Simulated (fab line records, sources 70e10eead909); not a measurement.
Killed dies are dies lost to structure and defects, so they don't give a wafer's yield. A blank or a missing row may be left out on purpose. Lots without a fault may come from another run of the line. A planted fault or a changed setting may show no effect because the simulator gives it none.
fab line records | flow nand_harc
record lots=6 wafers=18 last_day=24
route steps=1159 shown A_SOURCE_PLATE@414 A_ONON_D1@424 END@1159
lots that met no fault: from a run of the same line without faults
start_h: hours from the record's first day to the start of the lot's first wafer shown | wait_h: hours since the lot's step before | " the same as in the row above | L1.1+2: a row that stands for several wafers | - no value, or no start given | * or withheld: withheld | < > ~ a bound
route shown NAME@n: a module of which the file shows steps, and the number in the route of the first | usual: mean/standard deviation of fault-free wafers | same: alike in all rows | chamber/n: place in a boat | sites: the reading at each site | _std_site: their standard deviation | _edge_site: outer sites' mean less inner sites' | radius_mm: how far each site lies from the wafer's centre | mask NAME#n: copy n | behind: the tool/chamber that last shaped the wafer | hold: why the lot was held/for how many hours/how that ended | device: the transistor (n, p or np) that didn't switch | end of line: the same wafers' tests at the end of the route | a step without rows: its recipe alone | killed: dies lost to structure and defects at the first sort, not the wafer's yield | map: a wafer's dies, x killed, . not, _ none there
set.NAME: the setting as run; set.NAME@STEP: as run at that earlier step | model.NAME: the simulator's own value behind a step, which no gauge read
lots at some steps of the route; a table a step, a row a wafer
services: from which hour (start_h, from the record's first day; less than 0 if before it) a tool's chamber was out of use, for how many hours, and why
## steps
# step NHARC_A_SOURCE_PLATE_SRD_01
# step NHARC_A_SOURCE_PLATE_OXIDE_02
# recipe target_thk_a=100 temp_c=900 ox_time_s=1362 material=SiO2
# step NHARC_A_SOURCE_PLATE_THK_MEAS_09
# recipe thk_meas_gauge=ellipsometry
# usual thk_nm=9.8/1
# columns lot.wafer tool chamber start_h wait_h thk_nm
L300.3 film_metro-02 - 178.31 0.4 11.6
L300.5 " - " " 11.0
L300.6 " - " " 10.3
L301.1 film_metro-01 - 193.37 0.4 11.1
L301.2 " - " " 11.3
L301.3 " - " " 9.6
L310.2 film_metro-01 - 241.19 0.4 10.0
L310.5 " - " " 11.7
L310.6 " - " " 7.8
L311.3 film_metro-01 - 249.77 0.4 8.7
L311.4 " - " " 9.8
L311.6 " - " " 11.5
L313.3 film_metro-02 - 265.63 0.4 8.9
L313.5 " - " " 9.5
L313.6 " - " " 9.0
L315.3 film_metro-01 - 270.60 0.4 10.6
L315.4 " - " " 9.5
L315.5 " - " " 9.9
# step NHARC_A_SOURCE_PLATE_PVD_04
# recipe target_thk_a=500 material=WSi2
# step NHARC_A_SOURCE_PLATE_CVD_03
# recipe target_thk_a=2000 temp_c=620 pressure_mtorr=200 time_s=4000 material=poly-Si
# step NHARC_A_SOURCE_PLATE_ANNEAL_05
# recipe temp_c=850 time_s=1800
# step NHARC_A_SOURCE_PLATE_THK_MEAS_06
# recipe thk_meas_gauge=ellipsometry
# usual thk_nm=200.0/1.9
# columns lot.wafer tool chamber start_h wait_h thk_nm
L300.3 film_metro-01 - 191.44 0.4 201.3
L300.5 " - " " 198.5
L300.6 " - " " 203.4
L301.1 film_metro-01 - 206.98 0.4 200.5
L301.2 " - " " 199.4
L301.3 " - " " 197.7
L310.2 film_metro-02 - 254.20 0.4 198.2
L310.5 " - " " 200.1
L310.6 " - " " 199.9
L311.3 film_metro-01 - 262.65 0.4 197.0
L311.4 " - " " 198.6
L311.6 " - " " 199.5
L313.3 film_metro-02 - 281.14 0.4 200.9
L313.5 " - " " 199.5
L313.6 " - " " 201.0
L315.3 film_metro-01 - 281.14 0.4 199.6
L315.4 " - " " 199.9
L315.5 " - " " 199.5
# step NHARC_A_SOURCE_PLATE_INSPECT_08
# usual raw_defect_count=60/24
# columns lot.wafer tool chamber start_h wait_h raw_defect_count
L300.3 defect_inspect-02 - 191.52 0.0 61
L300.5 " - " " 47
L300.6 " - " " 60
L301.1 defect_inspect-02 - 207.08 0.0 51
L301.2 " - " " 33
L301.3 " - " " 57
L310.2 defect_inspect-01 - 254.28 0.1 73
L310.5 " - " " 76
L310.6 " - " " 94
L311.3 defect_inspect-01 - 262.73 0.0 63
L311.4 " - " " 46
L311.6 " - " " 76
L313.3 defect_inspect-02 - 281.20 0.0 54
L313.5 " - " " 47
L313.6 " - " " 76
L315.3 defect_inspect-01 - 281.20 0.0 56
L315.4 " - " " 53
L315.5 " - " " 72
# step NHARC_A_ONON_D1_DEP_00
# recipe target_thk_a=10000 n2_flow_sccm=2750 n2o_flow_sccm=2000 nh3_flow_sccm=500 sih4_flow_sccm=210 temp_c=400
# step NHARC_A_ONON_D1_THK_MEAS_02
# recipe thk_meas_gauge=ellipsometry
# usual thk_nm=1001/9.7
# columns lot.wafer tool chamber start_h wait_h thk_nm
L300.3 film_metro-02 - 192.10 - 1017
L300.5 " - " " 1017
L300.6 " - " " 1016
L301.1 film_metro-01 - 207.66 - 1003
L301.2 " - " " 1002
L301.3 " - " " 1001
L310.2 film_metro-01 - 254.86 - 1013
L310.5 " - " " 1014
L310.6 " - " " 1012
L311.3 film_metro-02 - 263.32 - 998
L311.4 " - " " 998
L311.6 " - " " 998
L313.3 film_metro-01 - 281.78 - 1008
L313.5 " - " " 1009
L313.6 " - " " 1011
L315.3 film_metro-02 - 281.78 - 1015
L315.4 " - " " 1015
L315.5 " - " " 1015
# step NHARC_A_ONON_D1_DEP_03
# recipe target_thk_a=10000 n2_flow_sccm=2750 n2o_flow_sccm=2000 nh3_flow_sccm=500 sih4_flow_sccm=210 temp_c=400
# usual n2_flow_sccm=2751/8.3 sih4_flow_sccm=210.0/0.59 susceptor_temp_C=400.04/0.24
# columns lot.wafer tool chamber start_h wait_h n2_flow_sccm sih4_flow_sccm susceptor_temp_C
L300.3 pecvd_onon-02 0 192.27 0.2 2743 208.9 399.91
L300.5 " 0 " " 2744 210.1 399.71
L300.6 " 0 " " 2739 209.4 399.35
L301.1 pecvd_onon-04 0 207.72 0.1 2751 210.9 400.47
L301.2 " 0 " " 2756 210.3 400.17
L301.3 " 0 " " 2761 209.1 400.00
L310.2 pecvd_onon-04 0 254.97 0.1 2744 210.4 400.23
L310.5 " 0 " " 2741 210.1 400.42
L310.6 " 0 " " 2752 209.5 400.04
L311.3 pecvd_onon-03 0 263.49 0.2 2751 210.0 399.89
L311.4 " 0 " " 2745 209.7 400.09
L311.6 " 0 " " 2749 208.8 399.74
L315.3 pecvd_onon-03 0 281.95 0.2 2761 210.0 399.90
L315.4 " 0 " " 2752 209.6 400.18
L315.5 " 0 " " 2755 209.9 400.12
L313.3 pecvd_onon-04 0 281.95 0.2 2757 208.9 400.06
L313.5 " 0 " " 2759 209.8 399.97
L313.6 " 0 " " 2763 209.3 399.57
# step NHARC_A_ONON_D1_THK_MEAS_05
# recipe thk_meas_gauge=ellipsometry
# usual thk_nm=1004/6.4
# columns lot.wafer tool chamber start_h wait_h thk_nm
L300.3 film_metro-01 - 192.67 - 1014
L300.5 " - " " 1014
L300.6 " - " " 1012
L301.1 film_metro-01 - 208.23 - 998
L301.2 " - " " 998
L301.3 " - " " 999
L310.2 film_metro-01 - 255.42 - 595
L310.5 " - " " 597
L310.6 " - " " 598
L311.3 film_metro-02 - 263.89 - 1008
L311.4 " - " " 1005
L311.6 " - " " 1009
L315.3 film_metro-02 - 282.34 - 992
L315.4 " - " " 991
L315.5 " - " " 994
L313.3 film_metro-02 - 282.35 - 603
L313.5 " - " " 602
L313.6 " - " " 602
# step NHARC_A_ONON_D1_DEP_06
# recipe target_thk_a=10000 n2_flow_sccm=2750 n2o_flow_sccm=2000 nh3_flow_sccm=500 sih4_flow_sccm=210 temp_c=400
# step NHARC_END_SORT_01
# recipe temp_c=25
# usual killed_at_array=28/10 killed_at_other=0.5/0.82 killed_at_periphery=3.4/2.2 killed_dies=31/10 killed_open=3.4/1.9 killed_short=1.9/1.3
# same gross_dies=677
# columns lot.wafer tool chamber start_h wait_h killed_at_array killed_at_other killed_at_periphery killed_dies killed_open killed_short
L300.3 prober-02 0 488.28 3.1 26 0 1 27 6 3
L300.5 prober-02 0 489.90 3.7 19 3 5 27 5 1
L300.6 prober-02 0 490.71 4.1 27 2 6 35 5 1
L301.1 prober-01 0 499.44 2.5 24 1 2 27 1 3
L301.2 prober-01 0 500.23 2.8 23 0 1 24 1 2
L301.3 prober-01 0 501.03 3.1 22 0 3 25 3 1
L310.2 prober-02 0 548.23 2.8 672 0 5 677 1 5
L310.5 prober-02 0 550.61 3.7 675 0 2 677 1 2
L310.6 prober-02 0 551.40 4.0 675 2 0 677 2 1
L313.3 prober-01 0 570.75 3.1 675 0 2 677 2 0
L313.5 prober-01 0 572.35 3.7 676 0 1 677 2 2
L313.6 prober-01 0 573.16 4.0 676 0 1 677 2 1
# killed by level:class
L300.3 A_CHANNEL_HOLE_D1:chamber_film_flake=15 A_CHANNEL_FILL_D1:chamber_film_flake=3 A_CHANNEL_FILL_D1:geometric_particle:short=2 A_SGD_CUT:geometric_particle:open=2 P_CONTACT:geometric_particle:open=1 A_ONON_D1:geometric_particle:open=1 A_CHANNEL_HOLE_D1:geometric_particle:open=1 A_M0:geometric_particle:open=1
L300.5 A_CHANNEL_HOLE_D1:chamber_film_flake=10 A_CONTACT:chamber_film_flake=3 THIN_TSV:chamber_film_flake=3 P_CONTACT:geometric_particle:open=2 P_ZERO_WELL:chamber_film_flake=2 A_CHANNEL_FILL_D1:geometric_particle:short=1 A_WL_FILL:geometric_particle:open=1 A_BLC:geometric_particle:open=1
L300.6 A_CHANNEL_HOLE_D1:chamber_film_flake=16 A_CHANNEL_FILL_D1:chamber_film_flake=3 A_CONTACT:chamber_film_flake=3 P_CONTACT:chamber_film_flake=2 A_STAIRCASE:chamber_film_flake=2 THIN_TSV:chamber_film_flake=2 P_M0:geometric_particle:short=1 P_M0:geometric_particle:open=1
L301.1 A_SLIT:chamber_film_flake=6 A_WL_FILL:chamber_film_flake=6 A_CHANNEL_HOLE_D1:chamber_film_flake=3 A_STAIRCASE:chamber_film_flake=3 A_CONTACT:chamber_film_flake=2 A_M1:chamber_film_flake=2 P_STI:geometric_particle:open=1 A_SOURCE_PLATE:geometric_particle:short=1
L301.2 A_SLIT:chamber_film_flake=11 A_STAIRCASE:chamber_film_flake=4 A_CONTACT:chamber_film_flake=3 A_WL_FILL:chamber_film_flake=2 P_M0:geometric_particle:open=1 A_CHANNEL_FILL_D1:geometric_particle:short=1 A_M0:geometric_particle:short=1 A_CHANNEL_HOLE_D1:chamber_film_flake=1
L301.3 A_SLIT:chamber_film_flake=9 A_ONON_D1:geometric_particle:open=3 A_CONTACT:chamber_film_flake=3 P_GATE:chamber_film_flake=2 A_CHANNEL_HOLE_D1:chamber_film_flake=2 A_WL_FILL:chamber_film_flake=2 A_M1:chamber_film_flake=2 A_M0:geometric_particle:short=1
L310.2 A_ONON_D1:area_dep=644 A_SLIT:chamber_film_flake=11 A_CHANNEL_HOLE_D1:chamber_film_flake=4 A_BLC:chamber_film_flake=4 A_CONTACT:chamber_film_flake=3 A_ONON_D1:geometric_particle:short=2 A_WL_FILL:geometric_particle:short=2 P_STI:chamber_film_flake=2
L310.5 A_ONON_D1:area_dep=655 A_SLIT:chamber_film_flake=9 A_CONTACT:chamber_film_flake=3 A_WL_FILL:geometric_particle:short=2 A_CHANNEL_HOLE_D1:chamber_film_flake=2 A_BLC:chamber_film_flake=2 A_WL_FILL:geometric_particle:open=1 P_ZERO_WELL:chamber_film_flake=1
L310.6 A_ONON_D1:area_dep=645 A_SLIT:chamber_film_flake=15 A_CONTACT:chamber_film_flake=7 A_CHANNEL_HOLE_D1:chamber_film_flake=4 A_CHANNEL_FILL_D1:geometric_particle:open=1 A_WL_FILL:geometric_particle:open=1 STARTING-WAFER:geometric_particle:short=1 A_STAIRCASE:chamber_film_flake=1
L313.3 A_ONON_D1:area_dep=627 A_CHANNEL_HOLE_D1:chamber_film_flake=24 A_CONTACT:chamber_film_flake=11 A_STAIRCASE:chamber_film_flake=5 A_SLIT:chamber_film_flake=3 A_M0:chamber_film_flake=2 A_CHANNEL_HOLE_D1:geometric_particle:open=1 A_SGD_CUT:geometric_particle:open=1
L313.5 A_ONON_D1:area_dep=624 A_CHANNEL_HOLE_D1:chamber_film_flake=23 A_STAIRCASE:chamber_film_flake=9 A_CONTACT:chamber_film_flake=8 A_M0:chamber_film_flake=4 A_WL_FILL:chamber_film_flake=3 A_ONON_D1:geometric_particle:short=1 A_ONON_D1:geometric_particle:open=1
L313.6 A_ONON_D1:area_dep=630 A_CHANNEL_HOLE_D1:chamber_film_flake=20 A_STAIRCASE:chamber_film_flake=13 A_CONTACT:chamber_film_flake=7 A_CONTACT:geometric_particle:open=2 A_M0:chamber_film_flake=2 A_ONON_D1:geometric_particle:short=1 P_STI:chamber_film_flake=1
# map L310.2 (x killed, . not)
____________x____________
_________xxxxxxx_________
_______xxxxxxxxxxx_______
______xxxxxxxxxxxxx______
_____xxxxxxxxxxxxxxx_____
____xxxxxxxxxxxxxxxxx____
____xxxxxxxxxxxxxxxxx____
___xxxxxxxxxxxxxxxxxxx___
___xxxxxxxxxxxxxxxxxxx___
__xxxxxxxxxxxxxxxxxxxxx__
__xxxxxxxxxxxxxxxxxxxxx__
_xxxxxxxxxxxxxxxxxxxxxxx_
_xxxxxxxxxxxxxxxxxxxxxxx_
_xxxxxxxxxxxxxxxxxxxxxxx_
_xxxxxxxxxxxxxxxxxxxxxxx_
_xxxxxxxxxxxxxxxxxxxxxxx_
xxxxxxxxxxxxxxxxxxxxxxxxx
xxxxxxxxxxxxxxxxxxxxxxxxx
xxxxxxxxxxxxxxxxxxxxxxxxx
xxxxxxxxxxxxxxxxxxxxxxxxx
xxxxxxxxxxxxxxxxxxxxxxxxx
_xxxxxxxxxxxxxxxxxxxxxxx_
_xxxxxxxxxxxxxxxxxxxxxxx_
_xxxxxxxxxxxxxxxxxxxxxxx_
_xxxxxxxxxxxxxxxxxxxxxxx_
_xxxxxxxxxxxxxxxxxxxxxxx_
__xxxxxxxxxxxxxxxxxxxxx__
__xxxxxxxxxxxxxxxxxxxxx__
___xxxxxxxxxxxxxxxxxxx___
___xxxxxxxxxxxxxxxxxxx___
____xxxxxxxxxxxxxxxxx____
____xxxxxxxxxxxxxxxxx____
_____xxxxxxxxxxxxxxx_____
______xxxxxxxxxxxxx______
_______xxxxxxxxxxx_______
_________xxxxxxx_________
____________x____________
# map L313.3 (x killed, . not)
____________x____________
_________xxxxxxx_________
_______xxxxxxxxxxx_______
______xxxxxxxxxxxxx______
_____xxxxxxxxxxxxxxx_____
____xxxxxxxxxxxxxxxxx____
____xxxxxxxxxxxxxxxxx____
___xxxxxxxxxxxxxxxxxxx___
___xxxxxxxxxxxxxxxxxxx___
__xxxxxxxxxxxxxxxxxxxxx__
__xxxxxxxxxxxxxxxxxxxxx__
_xxxxxxxxxxxxxxxxxxxxxxx_
_xxxxxxxxxxxxxxxxxxxxxxx_
_xxxxxxxxxxxxxxxxxxxxxxx_
_xxxxxxxxxxxxxxxxxxxxxxx_
_xxxxxxxxxxxxxxxxxxxxxxx_
xxxxxxxxxxxxxxxxxxxxxxxxx
xxxxxxxxxxxxxxxxxxxxxxxxx
xxxxxxxxxxxxxxxxxxxxxxxxx
xxxxxxxxxxxxxxxxxxxxxxxxx
xxxxxxxxxxxxxxxxxxxxxxxxx
_xxxxxxxxxxxxxxxxxxxxxxx_
_xxxxxxxxxxxxxxxxxxxxxxx_
_xxxxxxxxxxxxxxxxxxxxxxx_
_xxxxxxxxxxxxxxxxxxxxxxx_
_xxxxxxxxxxxxxxxxxxxxxxx_
__xxxxxxxxxxxxxxxxxxxxx__
__xxxxxxxxxxxxxxxxxxxxx__
___xxxxxxxxxxxxxxxxxxx___
___xxxxxxxxxxxxxxxxxxx___
____xxxxxxxxxxxxxxxxx____
____xxxxxxxxxxxxxxxxx____
_____xxxxxxxxxxxxxxx_____
______xxxxxxxxxxxxx______
_______xxxxxxxxxxx_______
_________xxxxxxx_________
____________x____________
## services
# columns tool chamber start_h hours kind
pecvd_onon-04 - 237.34 13.0 pm
## key
first_sign step=NHARC_A_ONON_D1_THK_MEAS_05 reading=thk_nm direction=down sigmas=64 usual=1004 struck=599
effect step=NHARC_END_SORT_01 reading=killed_at_array direction=up sigmas=63 usual=28 struck=675
more_kills_born_at NHARC_A_ONON_D1_DEP_03@pecvd_onon-04=3825
met_at NHARC_A_ONON_D1_DEP_03
struck_wafers L310.2,L310.5,L310.6,L313.3,L313.5,L313.6
later_rows_left_out L310.2,L310.5,L310.6,L313.3,L313.5,L313.6
tester_left_out L310,L313
onset_between 207.72 254.97
fault kind=process_parameter_drift tool=pecvd_onon-04 chamber=0 onset_h=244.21 steps=NHARC_A_ONON_D1_DEP_03 channel=target_thk_a offset=* shape=step end_h=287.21 acts_in=* stated=*
# tester_left_out: of these lots the tester's yield and bins aren't shown, on N5 and GAA mostly nor the transistor test; their killed dies are dies lost to structure and defects alone, not to doping, threshold or leakage, so they don't give the yield
# later_rows_left_out: the simulator's readings of these wafers behind a module that went badly wrong aren't trusted and aren't shown, but for the sort
